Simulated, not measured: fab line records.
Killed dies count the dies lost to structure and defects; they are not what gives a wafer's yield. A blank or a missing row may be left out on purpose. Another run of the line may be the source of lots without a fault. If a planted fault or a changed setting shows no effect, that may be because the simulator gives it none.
The same fault as seen by 2 desks    flow nand harc    only its own numbers are on each desk; what lay behind them is given at the end

## AT THE METROLOGY DESK
Lot by lot, what the gauges showed, no matter which tool ran the lot: averages of those sampled wafers that carry a number. Marked OUT: a lot whose mean sits more than 4 standard deviations from the usual mean, which makes it out of limits; the brackets give that distance.
Columns: A = overlay x nm at NHARC_A_BLC_OVL_MEAS_11, usual -0.2 nm; B = overlay y nm at NHARC_A_BLC_OVL_MEAS_11, usual 0.1 nm
lot   first seen here  A     B
L298  day 23 04:52     1.4   0.0
L300  day 23 09:29     -0.3  1.2
L299  day 23 14:54     -1.1  1.4
L302  day 24 18:04     -1.2  -0.1
L303  day 25 13:08     -0.8  -1.1
L306  day 25 15:52     -1.2  -0.6
L305  day 25 18:10     -1.7  0.2
L310  day 26 21:35     -1.1  -0.5
L307  day 27 02:29     -0.5  -1.5
L308  day 27 09:04     -0.1  -0.1
L320  day 32 05:43     0.2   0.9
L321  day 32 19:47     0.2   -0.1
This desk's verdict: no lot among the 12 shows anything out of limits.

## THE TOOL OWNER'S DESK: rie diel-11
The tool's own readings at NHARC_A_BLC_ETCH_17 (etches the open film in N2/H2, target depth 390 nm, time 609.38 s): means of the sampled wafers that have a number, for each lot that ran on this tool. Marked OUT: a lot whose mean sits more than 4 standard deviations from the usual mean, which makes it out of limits; the brackets give that distance.
Columns: A = chamber pressure mTorr at NHARC_A_BLC_ETCH_17, usual 29.997 mTorr; B = drypump motor current A at NHARC_A_BLC_ETCH_17, usual 5.87 A; C = oes product au at NHARC_A_BLC_ETCH_17, usual 1.006 a.u.; D = rf vpp V at NHARC_A_BLC_ETCH_17, usual 428.8 V; E = run length s at NHARC_A_BLC_ETCH_17, usual 630.8 s; F = showerhead plenum p Torr at NHARC_A_BLC_ETCH_17, usual 1.98 Torr; G = throttle valve pct at NHARC_A_BLC_ETCH_17, usual 14.171 %
lot   first seen here  A       B     C      D      E                F     G
L298  day 23 05:08     30.010  5.98  1.000  429.3  631.2            1.97  14.180
L299  day 23 15:10     30.002  5.92  1.015  428.2  631.0            1.96  14.176
L303  day 25 13:25     29.987  5.80  1.016  428.8  630.7            1.98  14.166
L305  day 25 18:26     29.991  5.79  1.011  428.9  630.6            1.97  14.183
L310  day 26 21:51     29.988  5.92  1.010  428.6  630.7            1.97  14.168
L308  day 27 09:21     29.997  5.83  0.997  428.8  619.6 (-34) OUT  1.97  14.167
L320  day 32 06:02     29.966  5.77  1.014  428.8  630.8            1.99  14.166
L321  day 32 20:03     30.001  5.85  0.998  428.4  630.7            1.99  14.171
This desk finds L308 out of limits, L308 being first, at day 27 09:21 (run length s at NHARC_A_BLC_ETCH_17). Within limits: L298, L299, L303, L305, L310, L320, L321.

## TAKEN TOGETHER
The tool owner's desk could have raised an alarm at day 27 09:21, on L308.
From the metrology desk's view, nothing was out of limits.
The metrology desk has L308 on record, within its limits.
NHARC_A_BLC_ETCH_17 was run on rie diel-11 by each of the lots named.

## WHAT WAS PUT IN BY THE SIMULATOR
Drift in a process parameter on rie diel-11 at NHARC_A_BLC_ETCH_17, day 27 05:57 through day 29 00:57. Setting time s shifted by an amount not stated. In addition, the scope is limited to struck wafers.
Shown lots that were struck: L308.
Time in hours from fault onset to the first out-of-limits reading at each desk: the tool owner's desk, 3.
